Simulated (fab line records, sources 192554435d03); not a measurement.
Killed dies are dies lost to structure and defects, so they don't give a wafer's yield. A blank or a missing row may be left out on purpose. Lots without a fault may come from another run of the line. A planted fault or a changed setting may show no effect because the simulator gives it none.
Chamber matching | flow n5_finfet | N5_BEOL_M13_ETCH_68 on rie_diel-06: 4 sister chambers
The step etches SOC in N2/H2, time 355 s. 8 wafers are shown with their chamber, then 7 later ones without.

WAFERS WITH THEIR CHAMBER
wafer  | chamber | showerhead_plenum_p_Torr (Torr) | throttle_valve_pct (%)
L079.1 | 0       | 2.63                            | 17.84
L081.1 | 0       | 2.63                            | 17.84
L081.4 | 2       | 2.55                            | 17.69
L088.2 | 3       | 2.71                            | 17.30
L088.5 | 1       | 2.48                            | 17.85
L088.6 | 2       | 2.54                            | 17.74
L097.3 | 1       | 2.48                            | 17.84
L097.4 | 3       | 2.71                            | 17.33

WAFERS WITHOUT THEIR CHAMBER
wafer  | showerhead_plenum_p_Torr (Torr) | throttle_valve_pct (%)
L097.5 | 2.54                            | 17.74
L092.1 | 2.62                            | 17.88
L092.2 | 2.54                            | 17.74
L092.5 | 2.47                            | 17.87
L093.1 | 2.53                            | 17.76
L093.4 | 2.70                            | 17.34
L093.5 | 2.53                            | 17.75

WHICH CHAMBER EACH WENT THROUGH
wafer  | from the rows above | in truth
L097.5 | 2                   | 2
L092.1 | 0                   | 0
L092.2 | 2                   | 2
L092.5 | 1                   | 1
L093.1 | 2                   | 2
L093.4 | 3                   | 3
L093.5 | 2                   | 2
Placed correctly: 7 of 7. Can't be placed from these rows: 0. Placed wrongly: 0.
How it was worked out, from the rows above alone: a wafer's distance from a chamber is the root of the sum, over the readings, of the square of ((its reading less the chamber's mean) divided by the reading's scatter). The wafer belongs to the nearest chamber; if the next one is less than 2 further off, it can't be placed. A chamber's mean is the mean of its shown wafers. The scatter: the root of (the sum of the squares of (reading less its chamber's mean) over the shown wafers, divided by (wafers less chambers)).
